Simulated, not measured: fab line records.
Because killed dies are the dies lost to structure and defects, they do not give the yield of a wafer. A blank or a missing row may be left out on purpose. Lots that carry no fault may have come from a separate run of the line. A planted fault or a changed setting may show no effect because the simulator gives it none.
Chamber matching ; flow n5Finfet ; rieDiel-02 running N5_BEOL_M0_SAQP_DESCUM_45: 4 sister chambers
The step chemistry O2, time 7 s. 4 wafers are shown with their chamber, then 10 later ones without.

WAFERS PAIRED WITH THEIR CHAMBERS
wafer;chamber;throttleValvePct (%)
L084.2;2;20.69
L084.6;3;20.13
L085.1;1;20.94
L085.2;0;20.11

WAFERS WHOSE CHAMBER IS MISSING
wafer;throttleValvePct (%)
L085.6;20.14
L093.1;20.96
L093.5;20.15
L093.6;20.96
L095.1;20.14
L095.2;20.96
L095.4;20.15
L096.4;20.96
L096.5;20.12
L096.6;20.35

EACH ONE'S CHAMBER
wafer;from the rows above;in truth
L085.6;can't be placed: 3 or 0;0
L093.1;1;1
L093.5;can't be placed: 3 or 0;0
L093.6;1;1
L095.1;can't be placed: 3 or 0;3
L095.2;1;1
L095.4;can't be placed: 3 or 0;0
L096.4;1;1
L096.5;can't be placed: 3 or 0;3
L096.6;can't be placed: 3 or 0 or 2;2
Correctly placed: 4 of 10. Can't be placed from these rows: 6 (the true chamber is among the candidates in 6). 0 placed wrongly.
How it was worked out, from the rows above alone: a wafer's distance from a chamber is the root of the sum, over the readings, of the square of ((its reading less the chamber's mean) divided by the reading's scatter). The wafer belongs to the nearest chamber; if the next one is less than 2 further off, it can't be placed. Each chamber's mean is taken over the wafers shown for it. The scatter: root of mean squared gap, hidden wafer to nearest shown wafer, with one shown wafer a chamber.
